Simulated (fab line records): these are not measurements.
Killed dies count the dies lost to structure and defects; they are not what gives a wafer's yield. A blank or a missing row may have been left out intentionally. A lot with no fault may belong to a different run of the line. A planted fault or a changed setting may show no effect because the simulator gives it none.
Chamber matching    flow n5_finfet    N5_BEOL_M0_SAQP_ETCH_107 on rie_diel-01 has 4 sister chambers
The step etches SiNx in CH3F/O2, target depth 30 nm. 8 wafers are shown with their chamber, then 10 later ones without.

== WAFERS, EACH WITH ITS CHAMBER ==
wafer   chamber  drypump_motor_current_A (A)  throttle_valve_pct (%)
L081.5  3        5.4                          16.46
L082.3  3        5.4                          16.46
L082.5  0        5.6                          16.33
L086.1  1        5.5                          16.70
L086.3  0        5.7                          16.35
L086.5  2        6.3                          16.26
L088.3  1        5.5                          16.70
L088.5  2        6.3                          16.24

== WAFERS MISSING THEIR CHAMBER ==
wafer   drypump_motor_current_A (A)  throttle_valve_pct (%)
L088.6  5.4                          16.47
L092.1  6.3                          16.26
L092.2  5.5                          16.75
L092.3  5.4                          16.51
L096.2  5.7                          16.36
L096.3  5.5                          16.75
L096.6  6.3                          16.29
L097.1  6.2                          16.30
L097.3  5.6                          16.35
L097.6  5.6                          16.38

== WHICH CHAMBER EACH WENT THROUGH ==
wafer   from the rows above  in truth
L088.6  3                    3
L092.1  2                    2
L092.2  1                    1
L092.3  3                    3
L096.2  0                    0
L096.3  1                    1
L096.6  2                    2
L097.1  2                    2
L097.3  0                    0
L097.6  0                    0
Placed correctly: 10 of 10. Not placeable from these rows: 0. Placed wrongly: 0.
How it was worked out, from the rows above alone: a wafer's distance from a chamber is the root of the sum, over the readings, of the square of ((its reading less the chamber's mean) divided by the reading's scatter). If the next closest chamber is less than 2 further off than the closest, the wafer can't be placed; otherwise it belongs to the closest. For every chamber, the mean is computed from those of its wafers that are shown. The scatter: the root of (the sum of the squares of (reading less its chamber's mean) over the shown wafers, divided by (wafers less chambers)).
